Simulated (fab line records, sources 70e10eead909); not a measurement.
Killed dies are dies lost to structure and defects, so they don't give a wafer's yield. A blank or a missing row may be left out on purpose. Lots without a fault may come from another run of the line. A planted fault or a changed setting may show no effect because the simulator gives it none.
Chamber matching | flow nand_harc | NHARC_P_BONDPAD_ETCH_37 on rie_diel-13: 4 sister chambers
The step etches the open film in N2/H2, target depth 60 nm, overetch 18 nm, time 65.91 s. 45 wafers are shown with their chamber, then 12 later ones without.

WAFERS WITH THEIR CHAMBER
wafer  | chamber | showerhead_plenum_p_Torr (Torr) | drypump_motor_current_A (A) | rf_vpp_V (V)
L075.1 | 0       | 2.09                            | 5.5                         | 432.3
L075.3 | 2       | 1.94                            | 5.3                         | 428.6
L075.4 | 0       | 2.09                            | 5.5                         | 431.9
L077.2 | 2       | 1.94                            | 5.3                         | 429.0
L077.5 | 3       | 2.10                            | 6.0                         | 434.1
L077.6 | 0       | 2.09                            | 5.5                         | 431.6
L076.3 | 0       | 2.09                            | 5.5                         | 433.0
L076.5 | 2       | 1.94                            | 5.3                         | 428.1
L076.6 | 1       | 2.08                            | 5.9                         | 431.5
L078.1 | 0       | 2.09                            | 5.5                         | 430.7
L078.4 | 2       | 1.94                            | 5.3                         | 429.3
L078.5 | 3       | 2.09                            | 6.0                         | 432.1
L081.1 | 3       | 2.09                            | 6.0                         | 431.4
L081.2 | 0       | 2.09                            | 5.5                         | 431.3
L081.4 | 2       | 1.94                            | 5.3                         | 426.6
L082.2 | 2       | 1.94                            | 5.3                         | 427.8
L082.3 | 1       | 2.08                            | 5.8                         | 432.3
L082.4 | 3       | 2.09                            | 6.0                         | 432.6
L084.2 | 0       | 2.09                            | 5.5                         | 431.2
L084.4 | 2       | 1.94                            | 5.3                         | 427.4
L084.5 | 1       | 2.08                            | 5.8                         | 432.4
L086.3 | 2       | 1.94                            | 5.3                         | 428.3
L086.4 | 3       | 2.09                            | 6.0                         | 432.2
L086.6 | 3       | 2.09                            | 6.0                         | 431.9
L088.2 | 1       | 2.08                            | 5.8                         | 430.9
L088.4 | 3       | 2.09                            | 6.0                         | 431.0
L088.5 | 1       | 2.08                            | 5.8                         | 431.3
L087.1 | 0       | 2.09                            | 5.5                         | 432.2
L087.2 | 2       | 1.94                            | 5.3                         | 426.3
L087.4 | 1       | 2.08                            | 5.8                         | 432.2
L089.2 | 1       | 2.08                            | 5.9                         | 431.8
L089.3 | 3       | 2.09                            | 6.0                         | 431.9
L089.4 | 0       | 2.09                            | 5.5                         | 431.9
L090.3 | 3       | 2.09                            | 6.0                         | 430.7
L090.5 | 3       | 2.09                            | 6.0                         | 430.7
L090.6 | 0       | 2.09                            | 5.5                         | 431.7
L092.1 | 2       | 1.94                            | 5.2                         | 427.7
L092.2 | 0       | 2.09                            | 5.5                         | 432.2
L092.6 | 1       | 2.08                            | 5.8                         | 430.8
L091.3 | 2       | 1.94                            | 5.3                         | 428.2
L091.4 | 3       | 2.09                            | 6.0                         | 431.6
L091.5 | 3       | 2.09                            | 6.0                         | 432.8
L093.3 | 1       | 2.08                            | 5.8                         | 432.2
L093.4 | 0       | 2.09                            | 5.5                         | 431.6
L093.5 | 1       | 2.08                            | 5.8                         | 430.8

SIGNATURES (means of the wafers above)
reading                  | chamber 0 | chamber 1 | chamber 2 | chamber 3 | scatter within a chamber
showerhead_plenum_p_Torr | 2.0900    | 2.0800    | 1.9400    | 2.0908    | 0.0015
drypump_motor_current_A  | 5.500     | 5.820     | 5.291     | 6.000     | 0.0247
rf_vpp_V                 | 431.800   | 431.620   | 427.936   | 431.917   | 0.804
Rule: a wafer's distance from a chamber is the root of the sum, over the readings, of the square of ((its reading less the chamber's mean) divided by the reading's scatter). The wafer belongs to the nearest chamber; if the next one is less than 2 further off, it can't be placed. The scatter: the root of (the sum of the squares of (reading less its chamber's mean) over the shown wafers, divided by (wafers less chambers)).

WAFERS WITHOUT THEIR CHAMBER
wafer  | showerhead_plenum_p_Torr (Torr) | drypump_motor_current_A (A) | rf_vpp_V (V)
L094.3 | 1.94                            | 5.3                         | 427.4
L094.4 | 2.08                            | 5.8                         | 432.9
L094.6 | 2.09                            | 6.0                         | 431.7
L095.1 | 2.09                            | 5.5                         | 432.3
L095.4 | 2.09                            | 6.0                         | 432.6
L095.6 | 1.94                            | 5.3                         | 429.1
L097.1 | 1.94                            | 5.3                         | 427.0
L097.3 | 2.09                            | 5.5                         | 431.7
L097.4 | 2.08                            | 5.8                         | 431.5
L096.1 | 2.09                            | 5.5                         | 432.4
L096.3 | 2.08                            | 5.8                         | 431.3
L096.4 | 1.94                            | 5.3                         | 428.4

WHICH CHAMBER EACH WENT THROUGH
wafer  | from the rows above | in truth
L094.3 | 2                   | 2
L094.4 | 1                   | 1
L094.6 | 3                   | 3
L095.1 | 0                   | 0
L095.4 | 3                   | 3
L095.6 | 2                   | 2
L097.1 | 2                   | 2
L097.3 | 0                   | 0
L097.4 | 1                   | 1
L096.1 | 0                   | 0
L096.3 | 1                   | 1
L096.4 | 2                   | 2
Placed correctly: 12 of 12. Can't be placed from these rows: 0. Placed wrongly: 0.
